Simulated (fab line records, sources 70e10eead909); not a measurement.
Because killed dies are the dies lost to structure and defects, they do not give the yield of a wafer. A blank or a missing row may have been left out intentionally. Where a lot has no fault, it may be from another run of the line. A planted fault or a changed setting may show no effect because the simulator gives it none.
Which tool did it? ; flow nand_harc ; 15 lots, 45 wafers sampled, at 3 steps of a route of 1302

== WHAT EACH GAUGE READ, for each wafer ==
NHARC_P_M2_THK_MEAS_24: measures by xrf. Usual: thk_nm at 144.1 nm, with a standard deviation of 1.8.
lot;measured;on;thk_nm (nm);flag
L683;day 6 16:29;film_metro-01;140.2 145.6 146.0;
L684;day 7 01:13;film_metro-02;142.3 142.3 140.4;
L685;day 7 05:46;film_metro-01;144.1 143.1 144.1;
L687;day 8 13:26;film_metro-02;141.1 146.4 143.2;
L688;day 8 14:13;film_metro-02;143.3 145.4 143.1;
L689;day 8 22:28;film_metro-01;139.1 141.9 143.4;
L690;day 9 20:09;film_metro-01;141.0 146.2 144.8;
L691;day 10 00:47;film_metro-01;141.8 145.9 145.0;
L699;day 13 07:21;film_metro-02;145.2 145.1 144.0;
L700;day 13 15:12;film_metro-01;143.7 141.9 143.1;
L701;day 13 22:16;film_metro-01;147.2 143.2 143.7;
L704;day 15 02:26;film_metro-01;141.7 141.7 144.3;
L703;day 15 02:53;film_metro-01;146.4 146.1 145.8;
L705;day 15 19:06;film_metro-02;143.3 142.8 143.8;
L706;day 16 00:20;film_metro-02;147.1 145.1 143.3;

NHARC_P_BONDPAD_CD_MEAS_13. Usual: cd_nm at 499 nm, with a standard deviation of 3.2.
lot;measured;on;cd_nm (nm);flag
L683;day 6 19:01;cd_sem-03;495 499 503;
L684;day 7 03:40;cd_sem-03;499 501 500;
L685;day 7 08:08;cd_sem-03;501 498 498;
L687;day 8 15:49;cd_sem-01;501 500 502;
L688;day 8 16:45;cd_sem-02;496 504 498;
L689;day 9 00:54;cd_sem-03;500 500 503;
L690;day 9 22:37;cd_sem-02;500 499 499;
L691;day 10 03:05;cd_sem-03;500 495 496;
L699;day 13 09:49;cd_sem-02;504 502 495;
L700;day 13 17:41;cd_sem-03;499 501 496;
L701;day 14 00:37;cd_sem-02;498 499 499;
L704;day 15 04:53;cd_sem-01;493 505 499;
L703;day 15 05:21;cd_sem-01;498 497 500;
L705;day 15 21:26;cd_sem-02;499 498 505;
L706;day 16 02:40;cd_sem-03;497 498 500;

== TOOL THAT RAN EACH LOT (tool first, then ch and the chambers of the sampled wafers, then the start) ==
lot;NHARC_P_BONDPAD_DEVELOP_08
L683;litho_track-02 ch 0, day 6 18:00
L684;litho_track-07 ch 0, day 7 03:00
L685;litho_track-03 ch 0, day 7 07:00
L687;litho_track-03 ch 0, day 8 15:00
L688;litho_track-07 ch 0, day 8 16:00
L689;litho_track-07, day 9 00:00
L690;litho_track-07, day 9 22:00
L691;litho_track-07, day 10 02:00
L699;litho_track-03 ch 0, day 13 09:00
L700;litho_track-02 ch 0, day 13 17:00
L701;litho_track-07 ch 0, day 14 00:00
L704;litho_track-02 ch 0, day 15 04:00
L703;litho_track-07 ch 0, day 15 04:00
L705;litho_track-03 ch 0, day 15 20:00
L706;litho_track-02 ch 0, day 16 02:00
- NHARC_P_BONDPAD_DEVELOP_08: time 50 s.

== AS READ BY THE TOOLS THEMSELVES (means over the sampled wafers that have a number; for cases with no such wafer, the mark the record gives instead) ==
NHARC_P_BONDPAD_DEVELOP_08. Usual: chill_plate_temp_C 23.00 C, standard deviation 0.12; developer_temp_C 22.02 C, standard deviation 0.12.
lot;tool;chill_plate_temp_C (C);developer_temp_C (C);flag
L683;litho_track-02;22.92;22.02;
L684;litho_track-07;23.02;22.08;
L685;litho_track-03;23.04;21.94;
L687;litho_track-03;23.07;21.93;
L688;litho_track-07;23.19;22.15;
L689;litho_track-07;-;-;OFF
L690;litho_track-07;-;-;OFF
L691;litho_track-07;-;-;OFF
L699;litho_track-03;23.05;21.85;
L700;litho_track-02;23.14;22.03;
L701;litho_track-07;23.04;22.00;
L704;litho_track-02;23.09;22.09;
L703;litho_track-07;22.93;22.03;
L705;litho_track-03;23.03;22.07;
L706;litho_track-02;22.88;22.04;

== THE ANSWER, worked out from the rows above alone ==
Rule: take the mean of a lot's wafers that have a number; if it is more than 3 standard deviations from the usual mean, the lot is off. Also off: a lot with no number at a reading for which 4 or more lots have one. The other lots that the step has rows for count as sound. After the gauges, taken in route order, come the tools' own readings; for these a lot's mean is taken, as printed above. At the first step where some lot is off, the reading lying furthest off is the one used; lots without a number count as furthest.
Off, at NHARC_P_BONDPAD_DEVELOP_08 on chill_plate_temp_C: L689, L690, L691. Without a number there: L689, L690, L691.
A tool fits if, at that step or a process step before it, it ran every lot that is off, and no sound lot after the first of them. Not one of the candidates tried fits.

== WHAT THE SIMULATOR HAD INSERTED ==
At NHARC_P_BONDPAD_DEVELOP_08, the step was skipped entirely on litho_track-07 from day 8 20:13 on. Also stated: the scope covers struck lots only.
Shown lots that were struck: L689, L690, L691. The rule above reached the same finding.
